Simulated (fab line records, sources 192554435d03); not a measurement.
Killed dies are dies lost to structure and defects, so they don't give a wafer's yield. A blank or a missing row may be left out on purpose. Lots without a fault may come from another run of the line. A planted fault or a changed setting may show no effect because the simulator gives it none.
Split-lot experiment | flow n5_finfet | 7 lots, 21 wafers read, on a route of 1938 steps

THE SPLIT
At N5_FIN_SAQP_EXPOSE_13 (exposes mask FIN CORE, target cd 35.6 nm), the setting dose_mj was moved away from the recipe's 63.25 on 7 of the 21 wafers read, by -2.7% to +4.7%. The other wafers ran this setting at the recipe's value.

FROM THE SPLIT TO THE READING: what the file shows between them, 2 steps
- N5_FIN_SAQP_PEB_14: peb time 60 s
- N5_FIN_SAQP_DEVELOP_15: develop time 30 s

THE READING
cd_nm, in nm, at N5_FIN_SAQP_CD_MEAS_16 (target cd 35.6 nm). Fault-free wafers of this fab line usually give 35.50 nm, standard deviation 0.29 nm.

wafer  | tool, chamber at the split | dose_mj as run | against the recipe | cd_nm, nm | against lot-mates on the recipe
L074.1 | arfi_scanner-02, 0         | 63.25          | recipe             | 35.63     | -
L074.5 | arfi_scanner-02, 0         | 63.25          | recipe             | 35.45     | -
L074.6 | arfi_scanner-02, 0         | 63.25          | recipe             | 35.83     | -
L076.1 | arfi_scanner-03, 0         | 61.53          | -2.7%              | 36.68     | no lot-mate on the recipe
L076.5 | arfi_scanner-03, 0         | 61.53          | -2.7%              | 36.06     | no lot-mate on the recipe
L076.6 | arfi_scanner-03, 0         | 61.53          | -2.7%              | 36.02     | no lot-mate on the recipe
L084.1 | arfi_scanner-01, 0         | 63.25          | recipe             | 35.45     | -
L084.3 | arfi_scanner-01, 0         | 63.25          | recipe             | 35.78     | -
L084.6 | arfi_scanner-01, 0         | 63.25          | recipe             | 35.64     | -
L085.1 | arfi_scanner-01, 0         | 63.25          | recipe             | 35.21     | -
L085.5 | arfi_scanner-01, 0         | 66.24          | +4.7%              | 34.05     | -1.37
L085.6 | arfi_scanner-01, 0         | 63.25          | recipe             | 35.63     | -
L087.1 | arfi_scanner-03, 0         | 63.25          | recipe             | 35.50     | -
L087.2 | arfi_scanner-03, 0         | 63.25          | recipe             | 35.49     | -
L087.3 | arfi_scanner-03, 0         | 63.25          | recipe             | 35.60     | -
L089.4 | arfi_scanner-03, 0         | 63.25          | recipe             | 35.75     | -
L089.5 | arfi_scanner-03, 0         | 66.15          | +4.6%              | 34.40     | -1.35
L089.6 | arfi_scanner-03, 0         | 66.15          | +4.6%              | 34.54     | -1.21
L094.2 | arfi_scanner-02, 0         | 63.25          | recipe             | 35.41     | -
L094.5 | arfi_scanner-02, 0         | 63.25          | recipe             | 35.34     | -
L094.6 | arfi_scanner-02, 0         | 65.47          | +3.5%              | 34.83     | -0.55

THE FIT
A straight line over all 21 wafers: cd_nm changes by -0.256 nm for each +1% of dose_mj; r = -0.94; the points scatter about the line by 0.21 nm.
The same after taking each lot's own level away (the mean of its wafers on the recipe; 18 wafers): -0.264 nm for each +1%; r = -0.95; scatter 0.16 nm.
On that fit, the largest move of dose_mj shifts the reading by 1.2 nm.
The lots' own levels span 35.375 to 35.750 nm, that is 1.3 times the standard deviation above.
So the lot-to-lot level changes the slope little: the two slopes agree.
Check: with one of the wafers moved furthest among these (+4.7%) left out of the fit, the line predicts -1.19 nm for it against its lot-mates. It came out at -1.37 nm against them.

OTHER SPLITS ON THESE WAFERS
These wafers also went through other splits before the reading. Each is held against what the fit with the lots' levels taken away leaves over:
other split on the same wafers            | wafers away from the commonest value | r with cd_nm (lot level and that fit taken away)
N5_ZERO_LAYER_PECVD_02 time_s             | 6                                    | +0.07
N5_PMOS_HMC_CHANNEL_EPI_EXPOSE_06 dose_mj | 7                                    | -0.25
N5_PMOS_HMC_CHANNEL_EPI_PEB_07 peb_time_s | 5                                    | +0.10
N5_FIN_SAQP_HM_DEP_72 time_s              | 5                                    | -0.33

THE FILE'S OWN FIT
cd_nm changes by -0.256 nm for each +1% of dose_mj, r = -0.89.
